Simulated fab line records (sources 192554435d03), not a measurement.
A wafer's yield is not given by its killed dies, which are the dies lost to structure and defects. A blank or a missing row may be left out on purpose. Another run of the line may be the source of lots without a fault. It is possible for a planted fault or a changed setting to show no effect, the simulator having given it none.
Matching of chambers :: flow n5 finfet :: ald sin-03 running N5_MOL_CONTACT_COAG_ALD_27: 4 sister chambers
The step deposits SiOC, target thk 17 nm, pulse time 1.5 s, time 2720 s. 18 wafers are shown with their chamber, then 9 later ones without.

## WAFERS PAIRED WITH THEIR CHAMBERS
wafer: L076.2
chamber: 2
heater power w (W): 869
susceptor temp C (C): 400.12
precursor pulse height rel: 1.002

wafer: L076.3
chamber: 3
heater power w (W): 784
susceptor temp C (C): 399.95
precursor pulse height rel: 1.004

wafer: L076.5
chamber: 2
heater power w (W): 912
susceptor temp C (C): 399.98
precursor pulse height rel: 1.021

wafer: L077.4
chamber: 3
heater power w (W): 789
susceptor temp C (C): 400.33
precursor pulse height rel: 1.017

wafer: L077.5
chamber: 2
heater power w (W): 900
susceptor temp C (C): 399.91
precursor pulse height rel: 0.979

wafer: L077.6
chamber: 1
heater power w (W): 795
susceptor temp C (C): 400.16
precursor pulse height rel: 1.024

wafer: L082.2
chamber: 3
heater power w (W): 771
susceptor temp C (C): 400.11
precursor pulse height rel: 0.994

wafer: L082.4
chamber: 3
heater power w (W): 749
susceptor temp C (C): 399.67
precursor pulse height rel: 1.013

wafer: L082.5
chamber: 1
heater power w (W): 810
susceptor temp C (C): 400.12
precursor pulse height rel: 0.994

wafer: L083.2
chamber: 3
heater power w (W): 784
susceptor temp C (C): 399.91
precursor pulse height rel: 0.992

wafer: L083.3
chamber: 0
heater power w (W): 800
susceptor temp C (C): 400.20
precursor pulse height rel: 0.986

wafer: L083.6
chamber: 1
heater power w (W): 809
susceptor temp C (C): 400.13
precursor pulse height rel: 0.990

wafer: L085.1
chamber: 3
heater power w (W): 780
susceptor temp C (C): 399.98
precursor pulse height rel: 1.023

wafer: L085.2
chamber: 1
heater power w (W): 823
susceptor temp C (C): 400.10
precursor pulse height rel: 1.029

wafer: L085.3
chamber: 2
heater power w (W): 903
susceptor temp C (C): 400.22
precursor pulse height rel: 1.001

wafer: L086.4
chamber: 0
heater power w (W): 774
susceptor temp C (C): 400.00
precursor pulse height rel: 1.024

wafer: L086.5
chamber: 3
heater power w (W): 791
susceptor temp C (C): 400.21
precursor pulse height rel: 1.032

wafer: L086.6
chamber: 2
heater power w (W): 886
susceptor temp C (C): 400.18
precursor pulse height rel: 1.037

SIGNATURES (means of the wafers above)
reading: heater power w
chamber 0: 787.00
chamber 1: 809.25
chamber 2: 894.00
chamber 3: 778.29
scatter within a chamber: 14.9

reading: susceptor temp C
chamber 0: 400.1000
chamber 1: 400.1275
chamber 2: 400.0820
chamber 3: 400.0229
scatter within a chamber: 0.163

reading: precursor pulse height rel
chamber 0: 1.00500
chamber 1: 1.00925
chamber 2: 1.00800
chamber 3: 1.01071
scatter within a chamber: 0.0193
Rule: a wafer lies at a distance from a chamber equal to the root of the sum of squares, over the readings, of (its reading less the chamber's mean, divided by the reading's scatter). If the next closest chamber is less than 2 further off than the closest, the wafer can't be placed; otherwise it belongs to the closest. The scatter is the square root of a quotient: the sum, over the shown wafers, of each reading's squared deviation from its chamber's mean, divided by wafers minus chambers.

## WAFERS WITHOUT THEIR CHAMBER
wafer: L089.3
heater power w (W): 786
susceptor temp C (C): 400.15
precursor pulse height rel: 1.001

wafer: L089.4
heater power w (W): 807
susceptor temp C (C): 399.86
precursor pulse height rel: 0.994

wafer: L089.5
heater power w (W): 767
susceptor temp C (C): 400.21
precursor pulse height rel: 1.032

wafer: L090.2
heater power w (W): 916
susceptor temp C (C): 399.67
precursor pulse height rel: 0.996

wafer: L090.3
heater power w (W): 799
susceptor temp C (C): 400.04
precursor pulse height rel: 0.953

wafer: L090.4
heater power w (W): 782
susceptor temp C (C): 399.97
precursor pulse height rel: 0.986

wafer: L094.1
heater power w (W): 903
susceptor temp C (C): 399.74
precursor pulse height rel: 0.967

wafer: L094.2
heater power w (W): 791
susceptor temp C (C): 399.77
precursor pulse height rel: 0.972

wafer: L094.3
heater power w (W): 825
susceptor temp C (C): 399.96
precursor pulse height rel: 0.978

## WHICH CHAMBER EACH WENT THROUGH
wafer: L089.3
from the rows above: can't be placed: 0 or 3 or 1
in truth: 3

wafer: L089.4
from the rows above: can't be placed: 1 or 0 or 3
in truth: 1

wafer: L089.5
from the rows above: can't be placed: 3 or 0 or 1
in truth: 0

wafer: L090.2
from the rows above: 2
in truth: 2

wafer: L090.3
from the rows above: can't be placed: 0 or 1 or 3
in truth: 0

wafer: L090.4
from the rows above: can't be placed: 0 or 3 or 1
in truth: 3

wafer: L094.1
from the rows above: 2
in truth: 2

wafer: L094.2
from the rows above: can't be placed: 0 or 3 or 1
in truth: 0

wafer: L094.3
from the rows above: can't be placed: 1 or 0 or 3
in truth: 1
Placed correctly: 2 of 9. Can't be placed from these rows: 7 (the true chamber is among the candidates in 7). Wrongly placed: 0.
